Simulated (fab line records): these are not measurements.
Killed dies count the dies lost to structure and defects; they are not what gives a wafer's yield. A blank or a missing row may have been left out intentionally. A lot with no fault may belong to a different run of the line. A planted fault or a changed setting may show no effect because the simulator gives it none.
Which of the tools did it? | flow nand harc | 39 wafers from 13 lots sampled at 5 of the route's 1302 steps

== WHAT EACH GAUGE READ, for each wafer ==
NHARC_END_SORT_01. Usual: killed at array 59, standard deviation 19; killed at other 0.6, standard deviation 0.85; killed at periphery 3.8, standard deviation 2.5; killed dies 64, standard deviation 19; killed open 3.3, standard deviation 1.8; killed short 2.2, standard deviation 1.6.
lot  | measured     | on        | killed at array | killed at other | killed at periphery | killed dies | killed open | killed short | flag
L461 | day 25 01:04 | prober-01 | 29 31 35        | 0 0 0           | 4 2 7               | 33 33 42    | 4 3 4       | 2 3 3        |
L462 | day 25 20:01 | prober-02 | 64 74 62        | 0 2 0           | 2 2 7               | 66 78 69    | 3 1 1       | 2 5 3        |
L465 | day 26 05:54 | prober-02 | 674 675 675     | 0 0 0           | 3 2 2               | 677 677 677 | 6 6 5       | 4 1 1        | OFF
L464 | day 26 17:01 | prober-01 | 670 675 668     | 0 0 0           | 7 2 9               | 677 677 677 | 3 2 8       | 3 2 2        | OFF
L473 | day 30 11:58 | prober-02 | 41 39 32        | 0 0 0           | 2 3 2               | 43 42 34    | 3 2 1       | 2 1 2        |
L474 | day 30 05:54 | prober-01 | 68 75 69        | 0 0 2           | 2 2 5               | 70 77 76    | 3 1 3       | 0 2 5        |
L476 | day 31 08:21 | prober-01 | 77 72 71        | 3 1 1           | 2 0 4               | 82 73 76    | 2 2 1       | 2 0 0        |
L477 | day 32 18:33 | prober-01 | 56 73 73        | 0 0 1           | 9 3 6               | 65 76 80    | 4 2 4       | 3 4 3        |
L481 | day 33 04:46 | prober-02 | 40 51 52        | 1 2 0           | 4 2 2               | 45 55 54    | 3 3 5       | 3 2 2        |
L480 | day 33 06:34 | prober-01 | 51 63 60        | 2 0 2           | 4 6 2               | 57 69 64    | 4 2 2       | 1 3 3        |

== TOOL THAT RAN EACH LOT (tool first, then ch and the chambers of the sampled wafers, then the start) ==
lot  | NHARC_A_CONTACT_DEP_28        | NHARC_A_BONDPAD_PRE_CLEAN_26            | NHARC_HYBRID_BOND_ACTIVATE_00      | NHARC_THIN_TSV_STRIP_62
L459 | acl dep-02 ch 0, day 21 01:17 | pvd sputter-02, day 23 05:59 or earlier | rie diel-10 ch 0,1,2, day 23 05:59 | plasma asher-01 ch 0,1, day 24 00:20
L461 | acl dep-03 ch 0, day 21 23:38 | pvd sputter-03, day 23 21:43 or earlier | rie diel-02 ch 1,2,3, day 23 21:43 | plasma asher-02 ch 0,1, day 24 12:38
L462 | acl dep-03 ch 0, day 22 15:28 | pvd sputter-01, day 24 17:01 or earlier | rie diel-10 ch 0,1,2, day 24 17:01 | plasma asher-01 ch 0,1, day 25 07:36
L465 | acl dep-03 ch 0, day 23 06:57 | -                                       | -                                  | -
L464 | acl dep-03 ch 0, day 23 11:59 | -                                       | -                                  | -
L466 | acl dep-01 ch 0, day 24 16:44 | pvd sputter-03, day 26 14:43 or earlier | rie diel-10 ch 0,1,2, day 26 14:43 | plasma asher-01 ch 0,1, day 27 09:28
L473 | acl dep-02 ch 0, day 27 03:59 | pvd sputter-02, day 29 01:22 or earlier | rie diel-10 ch 0,1,2, day 29 01:22 | plasma asher-01 ch 0,1, day 29 15:53
L474 | acl dep-03 ch 0, day 27 04:49 | pvd sputter-03, day 29 01:37 or earlier | rie diel-10 ch 0,1,2, day 29 01:37 | plasma asher-01 ch 0,1, day 29 16:59
L476 | acl dep-01 ch 0, day 28 02:58 | pvd sputter-02, day 30 04:13 or earlier | rie diel-10 ch 0,3, day 30 04:13   | plasma asher-01 ch 0,1, day 30 19:07
L477 | acl dep-02 ch 0, day 29 06:51 | pvd sputter-02, day 31 06:30 or earlier | rie diel-02 ch 1,2,3, day 31 06:30 | plasma asher-01 ch 0,1, day 32 05:10
L478 | acl dep-01 ch 0, day 29 11:31 | pvd sputter-02, day 31 09:52 or earlier | rie diel-10 ch 0,2, day 31 09:52   | plasma asher-01 ch 0,1, day 32 06:19
L481 | acl dep-03 ch 0, day 30 01:38 | pvd sputter-02, day 32 01:03 or earlier | rie diel-10 ch 0,1,3, day 32 01:03 | plasma asher-02 ch 0,1, day 32 15:40
L480 | acl dep-01 ch 0, day 30 03:50 | pvd sputter-01, day 32 03:11 or earlier | rie diel-10 ch 1,2, day 32 03:11   | plasma asher-01 ch 0,1, day 32 17:03
- NHARC_A_CONTACT_DEP_28: deposits aC, target thk 7000 nm.
- NHARC_A_BONDPAD_PRE_CLEAN_26: time 30 s.
- NHARC_HYBRID_BOND_ACTIVATE_00: chemistry N2, time 60 s.
- NHARC_THIN_TSV_STRIP_62: strips in N2/H2, time 20 s.

== AS READ BY THE TOOLS THEMSELVES (means over the sampled wafers that have a number; for cases with no such wafer, the mark the record gives instead) ==
NHARC_A_CONTACT_DEP_28. Usual: throttle valve pct reads 34.999 % (standard deviation 0.009).
lot  | tool       | throttle valve pct (%) | flag
L459 | acl dep-02 | 34.994                 |
L461 | acl dep-03 | 35.002                 |
L462 | acl dep-03 | 34.996                 |
L465 | acl dep-03 | 35.001                 |
L464 | acl dep-03 | 35.000                 |
L466 | acl dep-01 | 35.011                 |
L473 | acl dep-02 | 34.997                 |
L474 | acl dep-03 | 35.005                 |
L476 | acl dep-01 | 34.998                 |
L477 | acl dep-02 | 34.995                 |
L478 | acl dep-01 | 34.994                 |
L481 | acl dep-03 | 34.996                 |
L480 | acl dep-01 | 34.998                 |

NHARC_A_BONDPAD_PRE_CLEAN_26. Usual: heater power w reads 415 W (standard deviation 48).
lot  | tool           | heater power w (W) | flag
L459 | pvd sputter-02 | 364                |
L461 | pvd sputter-03 | 374                |
L462 | pvd sputter-01 | 404                |
L466 | pvd sputter-03 | 412                |
L473 | pvd sputter-02 | 446                |
L474 | pvd sputter-03 | 429                |
L476 | pvd sputter-02 | 395                |
L477 | pvd sputter-02 | 429                |
L478 | pvd sputter-02 | 426                |
L481 | pvd sputter-02 | 421                |
L480 | pvd sputter-01 | 440                |

NHARC_HYBRID_BOND_ACTIVATE_00. Usual: drypump motor current A 5.7 A, standard deviation 0.3; oes product au 1.001 a.u., standard deviation 0.0078; rf vpp V 64.1 V, standard deviation 0.96; showerhead plenum p Torr 1.79 Torr, standard deviation 0.075.
lot  | tool        | drypump motor current A (A) | oes product au (a.u.) | rf vpp V (V) | showerhead plenum p Torr (Torr) | flag
L459 | rie diel-10 | 5.6                         | 1.006                 | 64.2         | 1.83                            |
L461 | rie diel-02 | 5.9                         | 1.001                 | 63.7         | 1.77                            |
L462 | rie diel-10 | 5.6                         | 1.008                 | 64.2         | 1.83                            |
L466 | rie diel-10 | 5.6                         | 1.003                 | 64.6         | 1.83                            |
L473 | rie diel-10 | 5.6                         | 1.006                 | 63.5         | 1.83                            |
L474 | rie diel-10 | 5.6                         | 1.008                 | 64.4         | 1.83                            |
L476 | rie diel-10 | 5.6                         | 0.998                 | 63.8         | 1.79                            |
L477 | rie diel-02 | 5.9                         | 1.000                 | 65.4         | 1.85                            |
L478 | rie diel-10 | 5.6                         | 0.995                 | 64.3         | 1.85                            |
L481 | rie diel-10 | 5.6                         | 1.006                 | 64.3         | 1.76                            |
L480 | rie diel-10 | 5.6                         | 0.995                 | 63.1         | 1.79                            |

NHARC_THIN_TSV_STRIP_62. Usual: drypump motor current A 5.6 A, standard deviation 0.35; heater power w 366 W, standard deviation 16.
lot  | tool            | drypump motor current A (A) | heater power w (W) | flag
L459 | plasma asher-01 | 5.6                         | 361                |
L461 | plasma asher-02 | 5.3                         | 377                |
L462 | plasma asher-01 | 5.8                         | 349                |
L466 | plasma asher-01 | 5.8                         | 352                |
L473 | plasma asher-01 | 5.8                         | 359                |
L474 | plasma asher-01 | 5.6                         | 368                |
L476 | plasma asher-01 | 5.8                         | 365                |
L477 | plasma asher-01 | 5.6                         | 365                |
L478 | plasma asher-01 | 5.6                         | 371                |
L481 | plasma asher-02 | 5.7                         | 381                |
L480 | plasma asher-01 | 5.8                         | 360                |

== THE ANSWER, worked out from the rows above alone ==
Rule: lot off if the mean of its wafers having a number is beyond 3 standard deviations from the usual mean. Also off: a lot with no number at a reading for which 4 or more lots have one. Any other lot the step has rows for is counted as sound. The gauges are gone through in route order, then the tools' own readings, and for those a lot's mean is taken as printed above. The first step at which some lot is off is used, and at that step the reading that is off furthest; a lot without a number counts as furthest.
Off: L465, L464, at NHARC_END_SORT_01 (killed at array). Neither off nor sound, because the step has no rows for them: L459, L466, L478.
If a tool, at a process step before that reading, ran all the lots that are off and no sound lot after the first of them, it fits. The gauges at NHARC_END_SORT_01 are tried like those tools. NHARC_A_BONDPAD_PRE_CLEAN_26: start missing for some lots; hours and lot order therefore follow NHARC_HYBRID_BOND_ACTIVATE_00. Of those tried, none fits.

== WHAT THE SIMULATOR HAD INSERTED ==
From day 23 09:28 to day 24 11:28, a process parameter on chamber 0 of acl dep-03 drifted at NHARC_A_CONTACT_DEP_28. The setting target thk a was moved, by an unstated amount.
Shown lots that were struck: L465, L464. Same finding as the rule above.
